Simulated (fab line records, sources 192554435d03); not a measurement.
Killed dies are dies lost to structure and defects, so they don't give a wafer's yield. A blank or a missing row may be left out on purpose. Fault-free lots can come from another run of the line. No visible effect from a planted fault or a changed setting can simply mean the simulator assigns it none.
Lot-split experiment    flow n5 finfet    7 lots, 39 wafers read, on a route of 1938 steps

== ON THE SPLIT ==
At N5_FIN_CUT_ETCH_21 (etches SOC in N2/H2, target depth 219 nm, overetch 43.8 nm, time 523.5 s), the setting bias w was moved away from the recipe's 61 W on 9 of the 39 wafers read, by -15.6% to +12.1%. The other wafers ran this setting at the recipe's value.

The split's own step is where the reading is taken.

== THE READING ==
rf vpp V, in V, at N5_FIN_CUT_ETCH_21 (etches SOC in N2/H2, target depth 219 nm, overetch 43.8 nm, time 523.5 s). Typical for fault-free wafers on this fab line: 240.7 V, with standard deviation 1.4 V.

wafer   tool, chamber at the split  bias w as run, W  against the recipe  rf vpp V, V  against lot-mates on the recipe
L076.1  rie diel-06, 2              61                recipe              240.2        -
L076.2  rie diel-06, 0              61                recipe              239.1        -
L076.3  rie diel-06, 3              61                recipe              240.7        -
L076.4  rie diel-06, 1              61                recipe              241.8        -
L076.5  rie diel-06, 1              61                recipe              240.8        -
L076.6  rie diel-06, 2              61                recipe              238.7        -
L077.1  rie diel-06, 0              61                recipe              241.6        -
L077.2  rie diel-06, 3              68.37             +12.1%              260.1        +19.6
L077.3  rie diel-06, 1              68.37             +12.1%              261.7        +21.2
L077.4  rie diel-06, 2              61                recipe              238.2        -
L077.5  rie diel-06, 3              61                recipe              241.8        -
L077.6  rie diel-06, 2              68.37             +12.1%              258.0        +17.5
L079.1  rie diel-06, 2              66.38             +8.8%               252.7        +12.2
L079.2  rie diel-06, 3              61                recipe              240.4        -
L079.3  rie diel-06, 0              61                recipe              238.9        -
L079.4  rie diel-06, 1              66.38             +8.8%               255.9        +15.4
L079.5  rie diel-06, 2              66.38             +8.8%               252.5        +12.0
L079.6  rie diel-06, 1              61                recipe              242.1        -
L083.1  rie diel-06, 3              61                recipe              239.5        -
L083.2  rie diel-06, 0              61                recipe              239.9        -
L083.3  rie diel-06, 2              61                recipe              238.7        -
L083.4  rie diel-06, 1              61                recipe              242.6        -
L083.5  rie diel-06, 1              61                recipe              243.1        -
L083.6  rie diel-06, 0              61                recipe              239.8        -
L086.1  rie diel-06, 2              61                recipe              239.0        -
L086.2  rie diel-06, 3              61                recipe              240.2        -
L086.3  rie diel-06, 1              61                recipe              242.4        -
L086.4  rie diel-06, 0              61                recipe              240.2        -
L086.5  rie diel-06, 3              61                recipe              241.4        -
L086.6  rie diel-06, 0              61                recipe              241.5        -
L089.1  rie diel-02, 1              61                recipe              241.4        -
L089.2  rie diel-02, 3              61                recipe              241.0        -
L089.3  rie diel-02, 2              51.48             -15.6%              215.3        -26.5
L089.4  rie diel-02, 3              51.48             -15.6%              214.2        -27.6
L089.5  rie diel-02, 1              61                recipe              243.1        -
L089.6  rie diel-02, 2              51.48             -15.6%              217.0        -24.8
L093.3  rie diel-06, 0              61                recipe              240.6        -
L093.4  rie diel-06, 2              61                recipe              240.4        -
L093.5  rie diel-06, 1              61                recipe              242.2        -

FIT RESULTS
A straight line over all 39 wafers: rf vpp V changes by +1.59 V for each +1% of bias w; r = +0.99; the points scatter about the line by 1.4 V.
The same after taking each lot's own level away (the mean of its wafers on the recipe; 39 wafers): +1.63 V for each +1%; r = +0.99; scatter 1.4 V.
The reading moves by 25 V for the largest change in bias w, on that fit.
The lots' own levels span 240.22 to 241.83 V, that is 1.2 times the standard deviation above.
The two slopes are in agreement: the lot-to-lot level therefore moves the slope only a little.
Check: -25.4 V against its lot-mates is what the line predicts for one of the wafers moved furthest among these (-15.6%) when that wafer is left out of the fit. It came out at -26.5 V against them.
Tool readings at the split's step, against how far the setting was moved: rf vpp V r = +0.99.

== THE WHOLE CHAIN: every reading that the file lists as answering this split, in the file's order ==
step                what it does                                                              reading                                                                           change (the file's fit)                 r (the file's)
N5_FIN_CUT_ETCH_21  etches SOC in N2/H2, target depth 219 nm, overetch 43.8 nm, time 523.5 s  rf vpp V                                                                          +1.63 V for each +1% of the setting     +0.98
N5_FIN_CUT_ETCH_21  etches SOC in N2/H2, target depth 219 nm, overetch 43.8 nm, time 523.5 s  SiARC_of_FIN_CUT_COAT_19.thk nm (the simulator's own value, which no gauge read)  -0.0501 nm for each +1% of the setting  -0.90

== FILE'S OWN FIT ==
rf vpp V changes by +1.63 V for each +1% of bias w, r = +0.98.
